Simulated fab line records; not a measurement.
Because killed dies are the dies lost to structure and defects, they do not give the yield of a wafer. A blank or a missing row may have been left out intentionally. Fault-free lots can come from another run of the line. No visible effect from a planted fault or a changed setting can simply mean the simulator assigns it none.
Which tool was responsible?	flow n5 finfet	27 wafers from 9 lots sampled at 5 of the route's 1938 steps

WHAT THE GAUGES SHOWED, per wafer
N5_WELL_APT_OVL_MEAS_09. Usual: NWELL_OVL typically reads -1 nm, with standard deviation 4.6.
lot	measured	on	NWELL_OVL (nm)	flag
L969	day 1 19:35	overlay-01	-6 -5 -1	
L970	day 2 01:46	overlay-01	0 -3 1	
L971	day 2 07:44	overlay-01	-8 5 -1	
L976	day 3 13:43	overlay-01	5 0 0	
L983	day 5 07:44	overlay-02	1 -1 -4	
L984	day 5 13:44	overlay-01	-1 -9 0	
L987	day 6 07:57	overlay-01	-1 -7 -6	
L989	day 6 19:43	overlay-02	3 9 -2	
L991	day 7 07:43	overlay-01	11 3 7	

N5_BEOL_M4_RC_MEAS_101. Usual: DIBL_N 36.0 mV/V, standard deviation 1.8; DIBL_P 36.3 mV/V, standard deviation 2.4; IOFF_N 0.16 nA/um, standard deviation 0.035; IOFF_P 0.21 nA/um, standard deviation 0.036; ION_N 673 uA/um, standard deviation 13; ION_P 461 uA/um, standard deviation 7.2; RS_NWELL 1037 ohm/sq, standard deviation 6; SS_N 71.4 mV/dec, standard deviation 0.6; SS_P 73.2 mV/dec, standard deviation 0.7; VT_N 250 mV, standard deviation 4; VT_P -250.9 mV, standard deviation 2.9.
lot	measured	on	DIBL_N (mV/V)	DIBL_P (mV/V)	IOFF_N (nA/um)	IOFF_P (nA/um)	ION_N (uA/um)	ION_P (uA/um)	RS_NWELL (ohm/sq)	SS_N (mV/dec)	SS_P (mV/dec)	VT_N (mV)	VT_P (mV)	flag
L969	day 8 20:15	prober-02	36.7 34.7 39.2	38.2 33.9 41.4	0.19 0.14 0.25	0.25 0.17 0.32	675 666 693	465 457 473	1034 1039 1033	72.5 72.2 72.8	73.7 72.5 74.6	248 250 242	-248.4 -252.9 -245.7	
L970	day 8 23:30	prober-01	36.3 35.8 38.5	37.4 37.5 40.0	0.17 0.16 0.23	0.21 0.22 0.26	683 672 702	462 468 475	1039 1035 1030	71.5 70.7 71.8	73.8 72.9 73.9	248 250 245	-249.2 -247.8 -246.1	
L971	day 9 03:07	prober-02	34.3 34.0 32.7	33.5 32.9 30.7	0.16 0.14 0.12	0.21 0.19 0.16	678 670 653	463 459 461	1032 1042 1037	70.8 71.3 71.3	73.2 72.7 72.2	246 250 252	-247.1 -249.6 -251.3	
L976	day 10 05:17	prober-01	37.1 38.0 40.5	38.9 39.6 43.6	0.18 0.18 0.26	0.20 0.22 0.29	690 681 697	466 464 464	1038 1041 1049	70.7 71.6 72.0	73.9 74.2 74.2	244 247 242	-253.0 -252.3 -248.7	
L983	day 12 00:50	prober-02	37.1 34.1 35.4	38.8 35.2 36.9	0.18 0.12 0.13	0.21 0.16 0.17	677 658 653	459 452 448	1270 1262 1261	71.9 70.2 71.9	73.7 72.8 72.6	249 256 256	-252.9 -257.1 -255.8	OFF
L984	day 12 11:57	prober-01	35.5 32.1 34.3	34.3 31.1 32.7	0.13 0.09 0.11	0.18 0.13 0.15	662 640 664	454 441 460	1254 1258 1262	70.9 70.4 70.6	72.9 72.0 72.1	255 259 256	-251.6 -256.4 -255.7	OFF
L987	day 12 17:22	prober-01	39.2 34.6 35.4	40.2 35.4 35.4	0.21 0.13 0.13	0.26 0.18 0.19	685 673 662	468 462 455	1035 1042 1036	71.6 71.3 71.5	74.1 73.0 73.3	246 254 254	-249.3 -252.8 -252.0	
L989	day 14 04:22	prober-01	36.3 36.6 35.2	34.9 36.3 33.6	0.15 0.15 0.13	0.20 0.22 0.17	679 671 661	465 459 450	1048 1044 1053	71.5 70.9 71.0	73.1 73.6 71.9	246 249 250	-251.2 -251.9 -253.3	
L991	day 14 06:26	prober-01	37.2 37.9 39.3	37.1 36.6 38.0	0.16 0.16 0.20	0.21 0.21 0.25	673 681 687	457 461 464	1040 1030 1035	71.4 72.1 72.2	73.4 74.0 73.7	250 250 247	-252.4 -252.9 -246.7	

WHAT TOOL EACH LOT RAN ON (gives the tool, then ch and the chambers of the sampled wafers, and finally the start)
lot	N5_WELL_APT_IMPLANT_14	N5_WELL_APT_DESCUM_30	N5_PMOS_HMC_CHANNEL_EPI_HM_DEP_34
L969	implanter-01 ch 0, day 1 19:44	rie diel-06 ch 0,3, day 1 21:03	pecvd-02 ch 0,1, day 2 04:45
L970	implanter-02 ch 0, day 2 01:59	rie diel-06 ch 0,1,2, day 2 02:57	pecvd-04 ch 0,1, day 2 05:53
L971	implanter-01 ch 0, day 2 07:55	rie diel-06 ch 2,3, day 2 08:54	pecvd-04 ch 0,1, day 2 11:05
L976	implanter-01 ch 0, day 3 13:58	rie diel-06 ch 0,1, day 3 15:02	pecvd-04 ch 0,1,2, day 3 17:05
L983	implanter-01 ch 0, day 5 07:58	rie diel-05 ch 2,3, day 5 09:17	pecvd-02 ch 0,1,2, day 5 11:01
L984	implanter-01 ch 0, day 5 13:53	rie diel-01 ch 0,1,3, day 5 15:02	pecvd-04 ch 0,2, day 5 16:46
L987	implanter-02 ch 0, day 6 08:43	rie diel-06 ch 1,2, day 6 10:03	pecvd-02 ch 0,1, day 6 11:45
L989	implanter-02 ch 0, day 6 19:52	rie diel-06 ch 1,2,3, day 6 21:04	pecvd-01 ch 0,1,2, day 6 22:54
L991	implanter-02 ch 0, day 7 08:25	rie diel-01 ch 0,1,2, day 7 10:02	pecvd-04 ch 0,2, day 7 11:42
- N5_WELL_APT_IMPLANT_14
- N5_WELL_APT_DESCUM_30: chemistry O2, time 7.9 s.
- N5_PMOS_HMC_CHANNEL_EPI_HM_DEP_34: deposits SiO2 from TEOS/O2, target thk 36 nm, time 6.9 s.

AS READ BY THE TOOLS THEMSELVES (means over the sampled wafers that have a number; for cases with no such wafer, the mark the record gives instead)
N5_WELL_APT_IMPLANT_14. Usual: beam on s 10.00 s, standard deviation 0.19; dose ions cm2 1.5e+13, standard deviation 1.8e+10; faraday current uA 190, standard deviation 3.6.
lot	tool	beam on s (s)	dose ions cm2	faraday current uA	flag
L969	implanter-01	9.94	1.5e+13	192	
L970	implanter-02	9.97	1.5e+13	191	
L971	implanter-01	10.05	1.5e+13	189	
L976	implanter-01	9.97	1.5e+13	191	
L983	implanter-01	9.81	1.0e+13	136	OFF
L984	implanter-01	9.71	1.0e+13	137	OFF
L987	implanter-02	10.09	1.5e+13	189	
L989	implanter-02	9.92	1.5e+13	192	
L991	implanter-02	10.05	1.5e+13	189	

N5_WELL_APT_DESCUM_30. Usual: drypump motor current A 5.6 A, standard deviation 0.56; oes product au 0.76 a.u., standard deviation 0.068; rf vpp V 242.7 V, standard deviation 1.2; showerhead plenum p Torr 2.06 Torr, standard deviation 0.059; throttle valve pct 20.42 %, standard deviation 0.21.
lot	tool	drypump motor current A (A)	oes product au (a.u.)	rf vpp V (V)	showerhead plenum p Torr (Torr)	throttle valve pct (%)	flag
L969	rie diel-06	5.5	0.79	243.2	2.07	20.36	
L970	rie diel-06	5.7	0.78	242.5	2.05	20.46	
L971	rie diel-06	5.8	0.72	241.8	1.99	20.39	
L976	rie diel-06	5.3	0.81	242.6	2.08	20.47	
L983	rie diel-05	5.9	0.71	244.1	2.15	20.48	
L984	rie diel-01	5.1	0.76	243.0	2.06	20.41	
L987	rie diel-06	5.5	0.74	241.5	2.01	20.66	
L989	rie diel-06	5.6	0.72	241.5	1.99	20.56	
L991	rie diel-01	5.5	0.81	242.7	2.08	20.27	

N5_PMOS_HMC_CHANNEL_EPI_HM_DEP_34. Usual: heater power outer w 360 W, standard deviation 72; heater power w 654 W, standard deviation 110; showerhead plenum p Torr 8.34 Torr, standard deviation 0.034; throttle valve pct 18.9 %, standard deviation 1.2.
lot	tool	heater power outer w (W)	heater power w (W)	showerhead plenum p Torr (Torr)	throttle valve pct (%)	flag
L969	pecvd-02	345	583	8.38	18.6	
L970	pecvd-04	373	720	8.38	20.2	
L971	pecvd-04	429	785	8.37	20.1	
L976	pecvd-04	427	759	8.35	19.8	
L983	pecvd-02	272	497	8.34	18.3	
L984	pecvd-04	392	691	8.34	19.1	
L987	pecvd-02	346	596	8.37	18.5	
L989	pecvd-01	270	547	8.31	18.1	
L991	pecvd-04	409	688	8.34	19.1	

THE ANSWER, worked out from the rows above alone
Rule: a lot counts as off when the mean over its wafers that have a number is more than 3 standard deviations away from the usual mean. A lot without any number at a reading at which 4 lots or more have one is off too. Where the step has rows for the other lots, those lots are counted as sound. First the gauges in route order, then the tools' own readings, where a lot's mean is used as printed above. At the first step where some lot is off, the reading lying furthest off is the one used; lots without a number count as furthest.
Off: L983, L984, at N5_BEOL_M4_RC_MEAS_101 (RS_NWELL).
If a tool, at a process step before that reading, ran all the lots that are off and no sound lot after the first of them, it fits. The gauges at N5_BEOL_M4_RC_MEAS_101 aren't tried: what is off there is off at N5_WELL_APT_IMPLANT_14 too, on other tools, and a gauge's error can't cause that. One fits: implanter-01 at N5_WELL_APT_IMPLANT_14. Its last sound lot is L976 (day 3 13:58), its first lot that is off L983 (day 5 07:58): a fault that began between those two fits.
The tool's own readings at N5_WELL_APT_IMPLANT_14 bear it out: on the lots that are off they differ by more than 5 times the standard deviation of the sound lots' means. dose ions cm2 reads 1.0e+13 there against 1.5e+13 on the sound lots; faraday current uA reads 136 there against 190 on the sound lots.

WHAT THE SIMULATOR PUT IN
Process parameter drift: implanter-01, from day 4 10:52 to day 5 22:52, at N5_WELL_APT_IMPLANT_14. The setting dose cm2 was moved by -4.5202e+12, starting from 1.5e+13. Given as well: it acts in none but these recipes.
Struck lots among those shown: L983, L984. The rule above reached the same finding.
